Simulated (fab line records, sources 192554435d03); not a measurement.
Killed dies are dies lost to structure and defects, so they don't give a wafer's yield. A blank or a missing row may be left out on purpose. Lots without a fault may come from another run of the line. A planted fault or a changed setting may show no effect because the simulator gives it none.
fab line records | flow n5_finfet
record lots=23 wafers=69 last_day=17
route steps=1938 shown BEOL_M0_SAQP@677 BEOL_M0@720
lots that met no fault: from a run of the same line without faults
start_h: hours from the record's first day to the start of the lot's first wafer shown | wait_h: hours since the lot's step before | " the same as in the row above | L1.1+2: a row that stands for several wafers | - no value, or no start given | * or withheld: withheld | < > ~ a bound
route shown NAME@n: a module of which the file shows steps, and the number in the route of the first | usual: mean/standard deviation of fault-free wafers | same: alike in all rows | chamber/n: place in a boat | sites: the reading at each site | _std_site: their standard deviation | _edge_site: outer sites' mean less inner sites' | radius_mm: how far each site lies from the wafer's centre | mask NAME#n: copy n | behind: the tool/chamber that last shaped the wafer | hold: why the lot was held/for how many hours/how that ended | device: the transistor (n, p or np) that didn't switch | end of line: the same wafers' tests at the end of the route | a step without rows: its recipe alone | killed: dies lost to structure and defects at the first sort, not the wafer's yield | map: a wafer's dies, x killed, . not, _ none there
set.NAME: the setting as run; set.NAME@STEP: as run at that earlier step | model.NAME: the simulator's own value behind a step, which no gauge read
steps of the route over a sample of lots; a table a step, a row a wafer
services: from which hour (start_h, from the record's first day; less than 0 if before it) a tool's chamber was out of use, for how many hours, and why
## steps
# step N5_BEOL_M0_SAQP_SPACER2_ETCHBACK_27
# recipe chemistry=CHF3/O2 mode=anisotropic_etchback target=SiO2 target_depth_a=225 time_s=11.25 pressure_mtorr=30 source_w=650 bias_w=170 Ar_flow_sccm=200 CHF3_flow_sccm=50 O2_flow_sccm=5 ion_energy_ev=200
# usual drypump_motor_current_A=5.8/0.49 oes_product_au=0.80/0.1 rf_vpp_V=518/16 showerhead_plenum_p_Torr=2.37/0.056 throttle_valve_pct=18.82/0.24
# columns lot.wafer tool chamber start_h wait_h drypump_motor_current_A oes_product_au rf_hours_counter_h rf_vpp_V showerhead_plenum_p_Torr throttle_valve_pct
L074.1 rie_diel-05 1 114.02 0.3 5.4 0.86 33 524 2.46 18.62
L074.3 " 2 " " 5.7 0.91 26 530 2.44 18.34
L074.6 " 3 " " 5.5 1.03 - 524 2.47 18.76
L075.1 rie_diel-05 1 126.27 0.3 5.4 0.84 37 521 2.46 18.62
L075.4 " 0 " " 6.4 0.79 84 495 2.33 18.92
L075.5 " 3 " " 5.5 1.00 - 525 2.46 18.77
L077.2 rie_diel-05 1 136.69 0.3 5.4 0.84 40 521 2.46 18.63
L077.3 " 3 " " 5.4 1.00 7 523 2.46 18.78
L077.6 " 2 " " 5.7 0.90 - 531 2.43 18.35
L076.4 rie_diel-05 2 137.65 0.3 5.7 0.90 33 531 2.43 18.35
L076.5 " 0 " " 6.4 0.79 - 495 2.33 18.93
L076.6 " 3 " " 5.5 0.99 - 525 2.46 18.76
L078.1 rie_diel-03 1 139.91 0.3 4.7 0.94 18 516 2.36 18.91
L078.5 " 3 " " 6.4 0.96 - 520 2.35 18.33
L078.6 " 0 " " 6.6 0.70 - 512 2.41 19.21
L079.1 rie_diel-03 1 145.27 0.3 4.7 0.92 19 517 2.36 18.91
L079.4 " 0 " " 6.5 0.69 229 511 2.41 19.21
L079.5 " 2 " " 5.2 0.74 - 538 2.40 19.05
L081.2 rie_diel-05 2 152.10 0.3 5.7 0.89 36 530 2.43 18.36
L081.3 " 3 " " 5.5 0.98 11 525 2.46 18.77
L081.6 " 3 " " 5.5 0.97 - 524 2.46 18.78
L080.3 rie_diel-01 0 158.75 0.5 6.0 0.76 148 540 2.41 18.97
L080.4 " 1 " " 5.7 0.68 226 517 2.28 18.97
L080.5 " 3 " " 6.3 0.75 - 487 2.33 18.78
L082.3 rie_diel-03 2 163.76 0.3 5.2 0.73 193 537 2.40 19.05
L082.5 " 0 " " 6.5 0.70 - 512 2.41 19.22
L082.6 " 1 " " 4.7 0.92 - 518 2.36 18.91
L083.2 rie_diel-01 3 169.71 0.3 6.3 0.75 122 487 2.33 18.78
L083.3 " 2 " " 5.6 0.89 34 519 2.36 18.71
L083.5 " 3 " " 6.3 0.74 - 487 2.33 18.79
L084.2 rie_diel-03 0 177.87 0.3 6.6 0.68 240 511 2.41 19.23
L084.3 " 2 " " 5.2 0.73 197 539 2.40 19.06
L084.5 " 0 " " 6.6 0.68 - 512 2.41 19.24
L085.1 rie_diel-01 3 178.64 0.4 6.3 0.74 126 487 2.32 18.81
L085.4 " 2 " " 5.6 0.88 37 520 2.35 18.74
L085.5 " 0 " " 6.0 0.74 - 541 2.40 18.97
L086.2 rie_diel-01 3 184.20 0.3 6.3 0.74 127 488 2.32 18.80
L086.3 " 0 " " 6.0 0.73 157 541 2.40 18.97
L086.6 " 2 " " 5.6 0.88 - 520 2.35 18.73
L087.1 rie_diel-03 0 193.31 0.3 6.5 0.69 243 511 2.40 19.23
L087.5 " 2 " " 5.2 0.73 - 538 2.39 19.07
L087.6 " 3 " " 6.4 0.92 - 519 2.35 18.36
L088.4 rie_diel-01 0 193.84 0.3 6.0 0.74 160 541 2.40 18.98
L088.5 " 0 " " 6.0 0.74 - 539 2.40 18.97
L088.6 " 1 " " 5.7 0.67 - 515 2.28 18.98
L089.1 rie_diel-01 0 200.34 0.3 6.0 0.74 161 542 2.40 18.99
L089.3 " 3 " " 6.3 0.75 132 487 2.32 18.81
L089.5 " 3 " " 6.4 0.75 - 487 2.32 18.80
L090.4 rie_diel-01 2 207.33 0.5 5.6 0.86 46 519 2.35 18.74
L090.5 " 1 " " 5.7 0.66 - 516 2.28 19.01
L090.6 " 0 " " 6.0 0.74 - 540 2.40 18.98
L091.2 rie_diel-01 1 217.50 0.3 5.7 0.66 244 515 2.28 19.01
L091.4 " 0 " " 6.0 0.73 166 540 2.40 18.99
L091.6 " 1 " " 5.7 0.66 - 515 2.28 19.01
L092.1 rie_diel-01 3 221.54 0.3 6.3 0.73 138 487 2.32 18.82
L092.2 " 1 " " 5.7 0.66 245 517 2.28 19.01
L092.3 " 2 " " 5.6 0.86 50 518 2.35 18.74
L093.2 rie_diel-03 1 225.08 0.3 4.7 0.88 43 517 2.35 18.95
L093.4 " 1 " " 4.7 0.88 - 517 2.35 18.95
L093.5 " 2 " " 5.2 0.72 - 538 2.39 19.10
L094.1 rie_diel-01 1 230.80 0.3 5.7 0.66 249 516 2.27 19.01
L094.4 " 0 " " 6.0 0.73 170 541 2.40 19.00
L094.5 " 3 " " 6.3 0.73 - 487 2.32 18.81
L095.2 rie_diel-05 2 235.35 0.3 5.7 0.85 63 531 2.42 18.41
L095.5 " 1 " " 5.4 0.80 - 523 2.45 18.69
L095.6 " 2 " " 5.7 0.86 - 530 2.42 18.41
L097.3 rie_diel-05 1 251.74 0.3 5.4 0.79 75 521 2.45 18.71
L097.4 " 2 " " 5.7 0.83 69 531 2.42 18.42
L097.5 " 0 " " 6.4 0.76 - 496 2.32 18.99
# step N5_BEOL_M0_ETCH_128
# recipe chemistry=CF4/N2 target_depth_a=120 overetch_a=51 target=SiCN time_s=21.4 ion_energy_ev=150 pressure_mtorr=40 source_w=430 bias_w=70 Ar_flow_sccm=100 cf4_flow_sccm=60 n2_flow_sccm=60
# usual drypump_motor_current_A=5.6/0.4 oes_product_au=0.54/0.063 rf_vpp_V=381.6/1.7 showerhead_plenum_p_Torr=2.18/0.053 throttle_valve_pct=15.49/0.15
# columns lot.wafer tool chamber start_h wait_h drypump_motor_current_A oes_product_au rf_hours_counter_h rf_vpp_V showerhead_plenum_p_Torr throttle_valve_pct
L074.1 rie_diel-06 1 117.19 0.0 6.2 0.64 13 381.3 2.16 15.49
L074.3 " 3 " " 5.5 0.61 37 380.9 2.17 15.32
L074.6 " 3 " " 5.5 0.61 - 379.5 2.17 15.30
L075.1 rie_diel-06 3 131.50 0.0 5.5 0.71 43 381.3 2.17 15.33
L075.4 " 2 " " 5.5 0.53 168 383.1 2.20 15.67
L075.5 " 1 " " 6.2 0.65 - 382.8 2.16 15.50
L077.2 rie_diel-02 0 142.97 0.1 5.9 0.49 219 381.1 2.28 15.44
L077.3 " 3 " " 5.2 0.59 38 381.2 2.17 15.51
L077.6 " 2 " " 4.8 0.52 - 384.2 2.26 15.30
L076.4 rie_diel-06 2 143.01 0.1 5.5 0.52 172 383.4 2.20 15.66
L076.5 " 0 " " 5.7 0.46 - 381.2 2.18 15.60
L076.6 " 3 " " 5.5 0.60 - 380.8 2.17 15.33
L078.1 rie_diel-04 1 147.77 0.0 5.1 0.53 139 379.8 2.13 15.74
L078.5 " 2 " " 6.0 0.50 - 382.3 2.18 15.45
L078.6 " 3 " " 5.5 0.55 - 380.9 2.14 15.44
L079.1 rie_diel-06 3 148.39 0.3 5.5 0.60 49 381.3 2.17 15.33
L079.4 " 2 " " 5.5 0.52 174 382.2 2.20 15.69
L079.5 " 2 " " 5.5 0.51 - 382.4 2.20 15.67
L081.2 rie_diel-04 0 155.13 0.1 6.1 0.49 204 384.6 2.26 15.42
L081.3 " 3 " " 5.5 0.53 113 381.8 2.14 15.45
L081.6 " 0 " " 6.1 0.49 - 385.7 2.26 15.45
L080.3 rie_diel-06 0 162.62 0.0 5.7 0.54 251 380.5 2.18 15.63
L080.4 " 0 " " 5.7 0.46 - 381.2 2.18 15.60
L080.5 " 1 " " 6.2 0.62 - 381.6 2.16 15.53
L082.3 rie_diel-02 2 169.27 0.2 4.8 0.51 175 383.9 2.26 15.29
L082.5 " 0 " " 5.9 0.49 - 385.4 2.28 15.47
L082.6 " 1 " " 5.6 0.49 - 380.2 2.10 15.32
L083.2 rie_diel-06 3 173.82 0.2 5.5 0.58 61 381.2 2.17 15.36
L083.3 " 1 " " 6.1 0.61 37 380.7 2.15 15.54
L083.5 " 3 " " 5.5 0.58 - 381.6 2.17 15.37
L084.2 rie_diel-02 2 181.80 0.6 4.8 0.51 178 383.8 2.26 15.32
L084.3 " 1 " " 5.6 0.49 199 380.2 2.10 15.34
L084.5 " 3 " " 5.2 0.59 - 380.6 2.17 15.53
L085.1 rie_diel-04 0 182.39 0.5 6.1 0.48 215 384.6 2.26 15.47
L085.4 " 0 " " 6.1 0.49 - 384.6 2.26 15.48
L085.5 " 3 " " 5.5 0.51 - 380.1 2.13 15.48
L086.2 rie_diel-04 2 188.11 0.1 6.0 0.48 210 380.8 2.17 15.49
L086.3 " 0 " " 6.1 0.48 218 384.4 2.26 15.47
L086.6 " 1 " " 5.1 0.51 - 379.8 2.13 15.77
L088.4 rie_diel-04 3 200.75 0.0 5.5 0.52 131 379.7 2.13 15.48
L088.5 " 1 " " 5.1 0.51 - 379.6 2.12 15.78
L088.6 " 2 " " 6.0 0.48 - 381.9 2.17 15.49
L087.1 rie_diel-02 2 202.73 0.3 4.8 0.50 187 383.4 2.26 15.32
L087.5 " 3 " " 5.2 0.58 - 380.1 2.16 15.55
L087.6 " 0 " " 5.9 0.50 - 383.2 2.28 15.49
L089.1 rie_diel-02 2 206.08 0.8 4.8 0.52 188 383.6 2.25 15.33
L089.3 " 0 " " 5.9 0.48 238 384.1 2.27 15.49
L089.5 " 2 " " 4.8 0.51 - 384.3 2.26 15.33
L090.4 rie_diel-06 3 212.70 0.0 5.5 0.57 76 381.7 2.16 15.39
L090.5 " 0 " " 5.7 0.64 - 381.0 2.17 15.13
L090.6 " 3 " " 5.4 0.56 - 380.9 2.16 15.41
L091.2 rie_diel-02 1 226.56 0.0 5.7 0.48 215 379.4 2.09 15.37
L091.4 " 0 " " 5.9 0.47 245 384.4 2.27 15.51
L091.6 " 1 " " 5.7 0.48 - 379.9 2.09 15.36
L092.1 rie_diel-06 1 226.60 0.0 6.2 0.60 57 382.7 2.15 15.58
L092.2 " 2 " " 5.5 0.50 194 382.2 2.19 15.72
L092.3 " 3 " " 5.5 0.57 81 381.3 2.16 15.40
L093.2 rie_diel-02 2 229.01 0.3 4.9 0.50 197 383.0 2.25 15.34
L093.4 " 1 " " 5.6 0.47 216 381.0 2.09 15.38
L093.5 " 3 " " 5.2 0.56 - 381.4 2.16 15.57
L094.1 rie_diel-04 0 234.55 0.0 6.1 0.49 232 385.1 2.25 15.51
L094.4 " 2 " " 6.0 0.48 227 382.3 2.17 15.52
L094.5 " 1 " " 5.1 0.51 - 379.8 2.12 15.80
L095.2 rie_diel-04 0 241.27 0.1 6.1 0.48 234 385.0 2.25 15.50
L095.5 " 1 " " 5.2 0.50 - 379.5 2.12 15.81
L095.6 " 0 " " 6.1 0.58 - 384.1 2.25 15.50
L097.3 rie_diel-02 2 256.83 0.2 4.8 0.49 208 384.1 2.25 15.36
L097.4 " 1 " " 5.7 0.48 - 381.0 2.09 15.38
L097.5 " 3 " " 5.2 0.57 - 380.3 2.16 15.57
# step N5_BEOL_M0_ETCH_109
# recipe chemistry=CH3F/O2 target_depth_a=80 overetch_a=24 target=SiCN time_s=27.4 ion_energy_ev=120 pressure_mtorr=30 source_w=395 bias_w=75 Ar_flow_sccm=150 CH3F_flow_sccm=30 O2_flow_sccm=20
# usual drypump_motor_current_A=5.6/0.4 oes_product_au=0.67/0.066 rf_vpp_V=296.8/1.4 showerhead_plenum_p_Torr=1.97/0.05 throttle_valve_pct=16.36/0.16
# columns lot.wafer tool chamber start_h wait_h drypump_motor_current_A oes_product_au rf_hours_counter_h rf_vpp_V showerhead_plenum_p_Torr throttle_valve_pct
L074.1 rie_diel-02 1 117.44 0.0 5.7 0.64 179 294.6 1.89 16.10
L074.3 " 3 " " 5.2 0.76 27 296.1 1.96 16.34
L074.6 " 1 " " 5.7 0.63 - 294.8 1.89 16.09
L075.1 rie_diel-06 2 131.94 0.2 5.5 0.65 168 297.9 1.99 16.52
L075.4 " 3 " " 5.5 0.77 43 296.1 1.97 16.24
L075.5 " 0 " " 5.7 0.58 - 298.9 1.98 16.48
L077.2 rie_diel-06 1 143.25 0.0 6.2 0.80 22 297.4 1.95 16.36
L077.3 " 0 " " 5.7 0.58 242 297.0 1.98 16.49
L077.6 " 2 " " 5.5 0.65 - 298.2 1.98 16.52
L076.4 rie_diel-04 0 143.27 0.0 6.1 0.63 199 299.1 2.07 16.35
L076.5 " 0 " " 6.1 0.64 - 299.9 2.07 16.36
L076.6 " 3 " " 5.5 0.67 - 295.2 1.96 16.44
L078.1 rie_diel-04 3 148.02 0.0 5.5 0.68 110 297.0 1.96 16.44
L078.5 " 3 " " 5.5 0.67 - 295.5 1.96 16.45
L078.6 " 0 " " 6.1 0.63 - 297.6 2.07 16.35
L079.1 rie_diel-04 1 148.65 0.0 5.1 0.66 139 295.5 1.93 16.62
L079.4 " 2 " " 6.0 0.62 197 297.7 1.98 16.35
L079.5 " 3 " " 5.5 0.70 - 296.0 1.96 16.43
L081.2 rie_diel-06 1 155.40 0.0 6.2 0.78 29 297.0 1.95 16.39
L081.3 " 3 " " 5.5 0.75 53 296.4 1.97 16.27
L081.6 " 1 " " 6.2 0.79 - 296.0 1.95 16.38
L080.3 rie_diel-06 1 162.88 0.0 6.2 0.79 31 296.5 1.95 16.39
L080.4 " 0 " " 5.7 0.57 - 297.3 1.98 16.51
L080.5 " 3 " " 5.5 0.74 - 296.9 1.97 16.26
L082.3 rie_diel-04 3 169.52 0.0 5.5 0.67 118 295.3 1.96 16.46
L082.5 " 1 " " 5.1 0.65 - 294.0 1.93 16.65
L082.6 " 2 " " 6.0 0.60 - 297.8 1.97 16.35
L083.2 rie_diel-02 2 174.08 0.0 4.8 0.65 177 297.3 2.04 16.16
L083.3 " 0 " " 5.9 0.61 229 299.0 2.06 16.27
L083.5 " 3 " " 5.2 0.75 - 296.9 1.95 16.39
L084.2 rie_diel-04 0 182.59 0.6 6.1 0.62 215 298.7 2.06 16.40
L084.3 " 1 " " 5.1 0.65 154 296.3 1.93 16.67
L084.5 " 3 " " 5.5 0.67 - 294.8 1.95 16.49
L085.1 rie_diel-04 3 182.94 0.3 5.5 0.67 124 294.8 1.95 16.48
L085.4 " 3 " " 5.5 0.68 - 295.4 1.95 16.49
L085.5 " 1 " " 5.1 0.65 - 296.7 1.93 16.67
L086.2 rie_diel-04 0 188.37 0.0 6.1 0.61 218 297.3 2.06 16.40
L086.3 " 1 " " 5.1 0.63 157 295.2 1.93 16.67
L086.6 " 2 " " 6.0 0.60 - 296.8 1.97 16.37
L088.4 rie_diel-06 3 201.00 0.0 5.5 0.74 72 298.0 1.96 16.29
L088.5 " 0 " " 5.7 0.83 - 295.2 1.97 16.07
L088.6 " 1 " " 6.2 0.78 - 296.0 1.94 16.42
L087.1 rie_diel-02 3 203.05 0.1 5.2 0.75 56 296.5 1.95 16.40
L087.5 " 3 " " 5.2 0.75 - 296.3 1.95 16.40
L087.6 " 2 " " 4.8 0.65 - 299.2 2.04 16.16
L089.1 rie_diel-06 2 206.34 0.0 5.5 0.63 186 297.9 1.98 16.56
L089.3 " 1 " " 6.2 0.75 50 296.8 1.94 16.42
L089.5 " 3 " " 5.4 0.73 - 297.8 1.96 16.31
L090.4 rie_diel-02 1 212.96 0.0 5.7 0.61 210 294.5 1.88 16.14
L090.5 " 2 " " 4.8 0.64 - 298.0 2.04 16.17
L090.6 " 3 " " 5.2 0.71 - 296.3 1.95 16.42
L091.2 rie_diel-06 3 226.83 0.0 5.5 0.72 81 295.7 1.96 16.32
L091.4 " 2 " " 5.5 0.63 194 296.6 1.98 16.58
L091.6 " 0 " " 5.7 0.80 - 295.7 1.97 16.10
L092.1 rie_diel-02 0 226.87 0.0 5.9 0.61 245 298.5 2.05 16.30
L092.2 " 3 " " 5.2 0.73 65 296.1 1.95 16.42
L092.3 " 2 " " 4.8 0.64 196 297.2 2.04 16.18
L093.2 rie_diel-06 3 229.54 0.3 5.5 0.73 82 295.8 1.96 16.30
L093.4 " 0 " " 5.7 0.80 14 297.3 1.97 16.09
L093.5 " 3 " " 5.5 0.74 - 297.3 1.96 16.32
L094.1 rie_diel-02 2 235.09 0.3 4.8 0.63 200 298.6 2.04 16.19
L094.4 " 1 " " 5.7 0.62 219 295.9 1.88 16.16
L094.5 " 0 " " 5.9 0.60 - 297.9 2.05 16.31
L095.2 rie_diel-02 2 241.53 0.0 4.8 0.62 202 300.3 2.03 16.19
L095.5 " 3 " " 5.2 0.73 - 296.9 1.95 16.45
L095.6 " 1 " " 5.7 0.61 - 297.4 1.88 16.17
L097.3 rie_diel-04 0 257.61 0.5 6.1 0.62 240 298.0 2.05 16.43
L097.4 " 2 " " 6.0 0.60 235 298.1 1.96 16.41
L097.5 " 1 " " 5.1 0.64 - 296.9 1.92 16.73
# step N5_BEOL_M0_ALD_136
# recipe material=TaN target_thk_a=* temp_c=275 ald_precursor_family=PDMAT ald_co_reactant=NH3 pressure_torr=3 carrier_flow_sccm=1500 pulse_time_s=2 purge_time_s=3 co_reactant_purge_time_s=2 co_reactant_pulse_time_s=3 ald_cycles=30 precursor_vessel_temp_c=75 precursor_vessel_pressure_torr=26.25 precursor_vessel_carrier_sccm=1000
# usual heater_power_w=440/39 precursor_vessel_pressure_torr=26.26/0.058 precursor_vessel_temp_c=74.99/0.13
# columns lot.wafer tool chamber start_h wait_h heater_power_w precursor_vessel_pressure_torr precursor_vessel_temp_c since_wet_clean_h
L074.1 ald_metal-04 0 118.49 0.1 415 26.33 74.98 5935
L074.3 " 2 " " 493 26.22 75.04 5935
L074.6 " 1 " " 440 26.23 74.85 -
L075.1 ald_metal-02 1 132.57 0.0 401 26.19 75.11 2872
L075.4 " 3 " " 406 26.31 75.19 2872
L075.5 " 2 " " 461 26.25 75.03 -
L077.2 ald_metal-04 2 144.12 0.1 485 26.27 75.03 5961
L077.3 " 0 " " 423 26.16 75.04 5961
L077.6 " 1 " " 432 26.23 75.04 -
L076.4 ald_metal-02 3 144.32 0.1 420 26.28 75.06 2884
L076.5 " 2 " " 450 26.20 75.14 -
L076.6 " 1 " " 405 26.19 74.99 -
L078.1 ald_metal-02 0 148.73 0.0 425 26.11 74.94 2889
L078.5 " 0 " " 439 26.28 75.02 -
L078.6 " 3 " " 420 26.20 74.79 -
L079.1 ald_metal-02 0 150.04 0.0 442 26.35 75.01 2890
L079.4 " 2 " " 454 26.28 75.16 2890
L079.5 " 1 " " 423 26.25 75.12 -
L081.2 ald_metal-02 3 156.21 0.0 411 26.31 75.05 2896
L081.3 " 1 " " 401 26.37 74.99 2896
L081.6 " 3 " " 415 26.23 75.05 -
L080.3 ald_metal-02 2 163.67 0.0 450 26.19 75.00 2903
L080.4 " 0 " " 430 26.26 74.78 2903
L080.5 " 3 " " 419 26.32 74.91 -
L082.3 ald_metal-04 3 170.28 0.1 374 26.20 74.88 5987
L082.5 " 1 " " 450 26.35 74.97 -
L082.6 " 2 " " 495 26.31 74.77 -
L083.2 ald_metal-02 1 174.72 0.1 411 26.32 75.19 2915
L083.3 " 2 " " 458 26.28 74.80 2915
L083.5 " 1 " " 406 26.28 75.22 -
L084.2 ald_metal-04 2 184.83 0.0 491 26.27 75.04 6002
L084.3 " 3 " " 372 26.14 74.85 6002
L084.5 " 2 " " 486 26.32 74.97 -
L085.1 ald_metal-01 1 184.91 0.0 399 26.29 74.80 1386
L085.4 " 3 " " 459 26.29 74.94 1386
L085.5 " 1 " " 396 26.13 74.80 -
L086.2 ald_metal-01 3 189.01 0.0 454 26.22 75.00 1390
L086.3 " 0 " " 516 26.31 75.15 1390
L086.6 " 3 " " 453 26.29 74.89 -
L088.4 ald_metal-01 0 201.80 0.1 523 26.27 74.96 1403
L088.5 " 0 " " 533 26.28 75.09 -
L088.6 " 1 " " 401 26.32 74.91 -
L087.1 ald_metal-04 3 203.82 0.1 364 26.29 75.09 6021
L087.5 " 3 " " 380 26.33 74.87 -
L087.6 " 2 " " 497 26.26 75.10 -
L089.1 ald_metal-04 0 207.13 0.0 431 26.35 75.26 6024
L089.3 " 1 " " 435 26.17 74.99 6024
L089.5 " 2 " " 491 26.39 74.84 -
L090.4 ald_metal-02 1 213.89 0.0 422 26.33 74.85 2954
L090.5 " 3 " " 417 26.29 75.14 -
L090.6 " 0 " " 420 26.25 75.14 -
L091.2 ald_metal-04 0 227.55 0.0 418 26.31 75.09 6044
L091.4 " 2 " " 483 26.25 75.05 6044
L091.6 " 1 " " 436 26.18 75.06 -
L092.1 ald_metal-01 2 227.66 0.0 486 26.24 74.96 1429
L092.2 " 0 " " 521 26.29 75.13 1429
L092.3 " 1 " " 395 26.23 75.07 1429
L093.2 ald_metal-01 1 229.83 0.0 394 26.22 74.92 1431
L093.4 " 3 " " 462 26.22 74.85 1431
L093.5 " 0 " " 520 26.20 75.05 -
L094.1 ald_metal-01 0 235.66 0.0 520 26.21 74.95 1437
L094.4 " 2 " " 479 26.29 74.83 1437
L094.5 " 1 " " 382 26.32 74.84 -
L095.2 ald_metal-02 1 242.03 0.0 414 26.18 75.08 2982
L095.5 " 1 " " 404 26.21 74.99 -
L095.6 " 2 " " 459 26.29 75.01 -
L097.3 ald_metal-04 2 258.21 0.1 490 26.25 75.04 6075
L097.4 " 3 " " 379 26.32 74.90 6075
L097.5 " 1 " " 441 26.27 74.84 -
# step N5_BEOL_M0_SURFACE_TREAT_137
# recipe gas=Ar time_s=* ion_energy_ev=* ion_current_ma_cm2=0.5 pressure_mtorr=* ar_flow_sccm=30
# usual ar_flow_sccm=30.01/0.088 throttle_valve_pct=*
# columns lot.wafer tool chamber start_h wait_h ar_flow_sccm throttle_valve_pct
L074.1 pvd_sputter-01 - 118.79 0.2 29.95 *
L074.3 " - " " 30.08 *
L074.6 " - " " 29.97 *
L075.1 pvd_sputter-02 - 132.85 0.2 30.12 *
L075.4 " - " " 29.95 *
L075.5 " - " " 29.95 *
L077.2 pvd_sputter-02 - 144.40 0.2 29.97 *
L077.3 " - " " 30.04 *
L077.6 " - " " 29.93 *
L076.4 pvd_sputter-02 - 144.68 0.3 29.79 *
L076.5 " - " " 29.92 *
L076.6 " - " " 30.01 *
L078.1 pvd_sputter-03 - 149.04 0.2 29.94 *
L078.5 " - " " 29.97 *
L078.6 " - " " 29.92 *
L079.1 pvd_sputter-03 - 150.27 0.1 30.09 *
L079.4 " - " " 30.03 *
L079.5 " - " " 29.97 *
L081.2 pvd_sputter-01 - 156.53 0.2 30.04 *
L081.3 " - " " 29.94 *
L081.6 " - " " 29.97 *
L080.3 pvd_sputter-01 - 164.09 0.3 30.13 *
L080.4 " - " " 30.01 *
L080.5 " - " " 30.15 *
L082.3 pvd_sputter-03 - 170.62 0.2 30.00 *
L082.5 " - " " 30.00 *
L082.6 " - " " 30.05 *
L083.2 pvd_sputter-02 - 174.99 0.2 29.98 *
L083.3 " - " " 30.03 *
L083.5 " - " " 29.94 *
L084.2 pvd_sputter-03 - 185.07 0.1 30.22 *
L084.3 " - " " 29.88 *
L084.5 " - " " 30.14 *
L085.1 pvd_sputter-02 - 185.17 0.2 29.92 *
L085.4 " - " " 29.97 *
L085.5 " - " " 30.08 *
L086.2 pvd_sputter-03 - 189.36 0.2 29.99 *
L086.3 " - " " 30.12 *
L086.6 " - " " 30.02 *
L088.4 pvd_sputter-03 - 202.28 0.4 30.09 *
L088.5 " - " " 30.08 *
L088.6 " - " " 30.16 *
L087.1 pvd_sputter-01 - 204.38 0.5 29.92 *
L087.5 " - " " 29.94 *
L087.6 " - " " 29.83 *
L089.1 pvd_sputter-03 - 207.36 0.1 29.97 *
L089.3 " - " " 30.11 *
L089.5 " - " " 30.14 *
L090.4 pvd_sputter-03 - 214.36 0.4 29.93 *
L090.5 " - " " 30.11 *
L090.6 " - " " 30.06 *
L091.2 pvd_sputter-01 - 227.96 0.3 29.95 *
L091.4 " - " " 30.01 *
L091.6 " - " " 29.94 *
L092.1 pvd_sputter-01 - 228.00 0.2 29.94 *
L092.2 " - " " 30.10 *
L092.3 " - " " 30.09 *
L093.2 pvd_sputter-02 - 230.92 1.0 30.14 *
L093.4 " - " " 30.19 *
L093.5 " - " " 30.09 *
L094.1 pvd_sputter-01 - 236.11 0.3 30.11 *
L094.4 " - " " 29.95 *
L094.5 " - " " 29.99 *
L095.2 pvd_sputter-02 - 242.52 0.4 30.01 *
L095.5 " - " " 30.04 *
L095.6 " - " " 30.15 *
L097.3 pvd_sputter-02 - 258.48 0.2 29.94 *
L097.4 " - " " 29.89 *
L097.5 " - " " 30.03 *
# step N5_BEOL_M0_ANNEAL_135
# recipe temp_c=400 time_s=60 ambient=vacuum
# usual heater_power_w=814/84
# columns lot.wafer tool chamber start_h wait_h heater_power_w
L074.1 pvd_sputter-02 - 119.33 0.0 835
L074.3 " - " " 865
L074.6 " - " " 857
L075.1 pvd_sputter-03 - 133.60 0.0 689
L075.4 " - " " 780
L075.5 " - " " 777
L077.2 pvd_sputter-02 - 145.04 0.0 847
L077.3 " - " " 861
L077.6 " - " " 873
L076.4 pvd_sputter-02 - 145.52 0.0 751
L076.5 " - " " 875
L076.6 " - " " 636
L078.1 pvd_sputter-03 - 149.72 0.0 902
L078.5 " - " " 700
L078.6 " - " " 794
L079.1 pvd_sputter-03 - 150.75 0.0 793
L079.4 " - " " 669
L079.5 " - " " 911
L081.2 pvd_sputter-01 - 157.05 0.0 846
L081.3 " - " " 868
L081.6 " - " " 866
L080.3 pvd_sputter-01 - 164.65 0.0 847
L080.4 " - " " 912
L080.5 " - " " 913
L082.3 pvd_sputter-01 - 171.15 0.0 890
L082.5 " - " " 849
L082.6 " - " " 891
L083.2 pvd_sputter-01 - 175.57 0.0 879
L083.3 " - " " 886
L083.5 " - " " 891
L084.2 pvd_sputter-01 - 185.55 0.0 851
L084.3 " - " " 872
L084.5 " - " " 851
L085.1 pvd_sputter-02 - 185.65 0.0 715
L085.4 " - " " 637
L085.5 " - " " 646
L086.2 pvd_sputter-01 - 191.55 0.0 863
L086.3 " - " " 872
L086.6 " - " " 872
L088.4 pvd_sputter-02 - 203.01 0.0 841
L088.5 " - " " 735
L088.6 " - " " 851
L087.1 pvd_sputter-01 - 204.90 0.0 838
L087.5 " - " " 832
L087.6 " - " " 875
L089.1 pvd_sputter-02 - 209.37 0.0 754
L089.3 " - " " 852
L089.5 " - " " 878
L090.4 pvd_sputter-03 - 214.92 0.0 827
L090.5 " - " " 915
L090.6 " - " " 804
L091.2 pvd_sputter-03 - 228.50 0.0 789
L091.4 " - " " 922
L091.6 " - " " 909
L092.1 pvd_sputter-01 - 228.68 0.0 863
L092.2 " - " " 866
L092.3 " - " " 861
L093.2 pvd_sputter-02 - 231.46 0.0 870
L093.4 " - " " 739
L093.5 " - " " 623
L094.1 pvd_sputter-03 - 237.00 0.0 889
L094.4 " - " " 691
L094.5 " - " " 894
L095.2 pvd_sputter-03 - 243.47 0.0 920
L095.5 " - " " 931
L095.6 " - " " 793
L097.3 pvd_sputter-03 - 259.85 0.0 919
L097.4 " - " " 705
L097.5 " - " " 678
## services
# columns tool chamber start_h hours kind
pvd_sputter-01 - 98.79 7.4 repair
rie_diel-03 3 101.94 3.8 repair
pvd_sputter-01 - 108.92 5.7 repair
rie_diel-01 2 125.19 5.3 repair
rie_diel-03 3 130.46 6.6 repair
ald_metal-04 - 132.24 8.7 pm
rie_diel-06 2 148.52 29.0 repair
rie_diel-05 3 157.68 15.8 repair
pvd_sputter-01 - 166.67 1.7 repair
rie_diel-02 3 166.84 4.9 repair
rie_diel-02 - 177.25 2.8 pm
rie_diel-06 0 177.60 - clean
rie_diel-06 0 177.60 - consumable_replace:focus_ring
rie_diel-06 0 177.60 13.5 scheduled_down
rie_diel-06 0 177.60 13.5 vent_cycle
ald_metal-02 - 178.07 6.0 pm
rie_diel-02 0 197.42 3.8 repair
rie_diel-05 3 215.50 3.4 repair
rie_diel-05 1 223.62 5.1 repair
rie_diel-01 1 235.70 - clean
rie_diel-02 0 240.73 - clean
rie_diel-02 0 240.73 - consumable_replace:focus_ring
rie_diel-06 0 247.66 11.7 repair
rie_diel-01 3 248.54 4.6 repair
## key
fault none
